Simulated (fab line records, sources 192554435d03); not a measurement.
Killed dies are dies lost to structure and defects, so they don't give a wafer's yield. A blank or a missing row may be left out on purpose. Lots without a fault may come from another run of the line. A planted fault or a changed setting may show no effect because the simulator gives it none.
Split-lot experiment | flow n5_finfet | 7 lots, 39 wafers read, on a route of 1938 steps

THE SPLIT
At N5_BEOL_M6_ALD_77 (deposits TaN, target thk 2 nm, pulse time 2 s, purge time 3 s), the setting ald_cycles was moved away from the recipe's 40 on 12 of the 39 wafers read, by -42.5% to +37.5%. The other wafers ran this setting at the recipe's value.

The reading is taken at the split's own step.

THE READING
TaN_of_BEOL_M6_ALD_77.thk_nm (the simulator's own value, which no gauge read), in nm, at N5_BEOL_M6_ALD_77 (deposits TaN, target thk 2 nm, pulse time 2 s, purge time 3 s). The file gives no usual value for it.

wafer  | tool, chamber at the split | ald_cycles as run | against the recipe | TaN_of_BEOL_M6_ALD_77.thk_nm, nm | against lot-mates on the recipe
L074.1 | ald_metal-04, 3,0,3        | 23                | -42.5%             | 1.2                              | -0.8
L074.3 | ald_metal-04, 3,0,3        | 23                | -42.5%             | 1.2                              | -0.8
L074.6 | ald_metal-04, 3,0,3        | 23                | -42.5%             | 1.2                              | -0.8
L074.2 | ald_metal-04, 1,0,1        | 40                | recipe             | 2                                | -
L074.4 | ald_metal-04, 1,0,1        | 40                | recipe             | 2                                | -
L074.5 | ald_metal-04, 1,0,1        | 40                | recipe             | 2                                | -
L076.1 | ald_metal-02, 1,2,0        | 40                | recipe             | 2                                | -
L076.3 | ald_metal-02, 1,2,0        | 40                | recipe             | 2                                | -
L076.4 | ald_metal-02, 1,2,0        | 40                | recipe             | 2                                | -
L076.2 | ald_metal-02, 3,3,0        | 55                | +37.5%             | 2.8                              | +0.8
L076.5 | ald_metal-02, 3,3,0        | 55                | +37.5%             | 2.8                              | +0.8
L076.6 | ald_metal-02, 3,3,0        | 55                | +37.5%             | 2.8                              | +0.8
L078.1 | ald_metal-02, 2,1,1        | 40                | recipe             | 2                                | -
L078.4 | ald_metal-02, 2,1,1        | 40                | recipe             | 2                                | -
L078.5 | ald_metal-02, 2,1,1        | 40                | recipe             | 2                                | -
L078.2 | ald_metal-02, 3,0,0        | 52                | +30.0%             | 2.6                              | +0.6
L078.3 | ald_metal-02, 3,0,0        | 52                | +30.0%             | 2.6                              | +0.6
L078.6 | ald_metal-02, 3,0,0        | 52                | +30.0%             | 2.6                              | +0.6
L095.1 | ald_metal-02, 1,3,2,0,0,3  | 40                | recipe             | 2                                | -
L095.2 | ald_metal-02, 1,3,2,0,0,3  | 40                | recipe             | 2                                | -
L095.3 | ald_metal-02, 1,3,2,0,0,3  | 40                | recipe             | 2                                | -
L095.4 | ald_metal-02, 1,3,2,0,0,3  | 40                | recipe             | 2                                | -
L095.5 | ald_metal-02, 1,3,2,0,0,3  | 40                | recipe             | 2                                | -
L095.6 | ald_metal-02, 1,3,2,0,0,3  | 40                | recipe             | 2                                | -
L092.1 | ald_metal-04, 0,3,2,1,3,0  | 40                | recipe             | 2                                | -
L092.2 | ald_metal-04, 0,3,2,1,3,0  | 40                | recipe             | 2                                | -
L092.3 | ald_metal-04, 0,3,2,1,3,0  | 40                | recipe             | 2                                | -
L092.4 | ald_metal-04, 0,3,2,1,3,0  | 40                | recipe             | 2                                | -
L092.5 | ald_metal-04, 0,3,2,1,3,0  | 40                | recipe             | 2                                | -
L092.6 | ald_metal-04, 0,3,2,1,3,0  | 40                | recipe             | 2                                | -
L086.1 | ald_metal-03, 0,3,2        | 40                | recipe             | 2                                | -
L086.2 | ald_metal-03, 0,3,2        | 40                | recipe             | 2                                | -
L086.3 | ald_metal-03, 0,3,2        | 40                | recipe             | 2                                | -
L086.4 | ald_metal-03, 1,1,0        | 49                | +22.5%             | 2.4                              | +0.4
L086.5 | ald_metal-03, 1,1,0        | 49                | +22.5%             | 2.4                              | +0.4
L086.6 | ald_metal-03, 1,1,0        | 49                | +22.5%             | 2.4                              | +0.4
L097.1 | ald_metal-03, 3,1,0        | 40                | recipe             | 2                                | -
L097.3 | ald_metal-03, 3,1,0        | 40                | recipe             | 2                                | -
L097.6 | ald_metal-03, 3,1,0        | 40                | recipe             | 2                                | -
Where a row lists several chambers, the file gives one row for several wafers and doesn't say which wafer went through which chamber.

THE FIT
A straight line over all 39 wafers: TaN_of_BEOL_M6_ALD_77.thk_nm changes by +0.0196 nm for each +1% of ald_cycles; r = +1.00; the points scatter about the line by 0.023 nm.
The same after taking each lot's own level away (the mean of its wafers on the recipe; 39 wafers): +0.0196 nm for each +1%; r = +1.00; scatter 0.023 nm.
On that fit, the largest move of ald_cycles shifts the reading by 0.84 nm.
The lots' own levels span 2.00 to 2.00 nm.
So the lot-to-lot level changes the slope little: the two slopes agree.
Check: with one of the wafers moved furthest among these (-42.5%) left out of the fit, the line predicts -0.837 nm for it against its lot-mates. It came out at -0.8 nm against them.

OTHER SPLITS ON THESE WAFERS
These wafers also went through other splits before the reading. Each is held against what the fit with the lots' levels taken away leaves over:
other split on the same wafers           | wafers away from the commonest value | r with TaN_of_BEOL_M6_ALD_77.thk_nm (lot level and that fit taken away)
N5_BEOL_M5_TRENCH_ETCH_37 target_depth_a | 12                                   | -0.05

THE FILE'S OWN FIT
TaN_of_BEOL_M6_ALD_77.thk_nm changes by +0.0197 nm for each +1% of ald_cycles, r = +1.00.
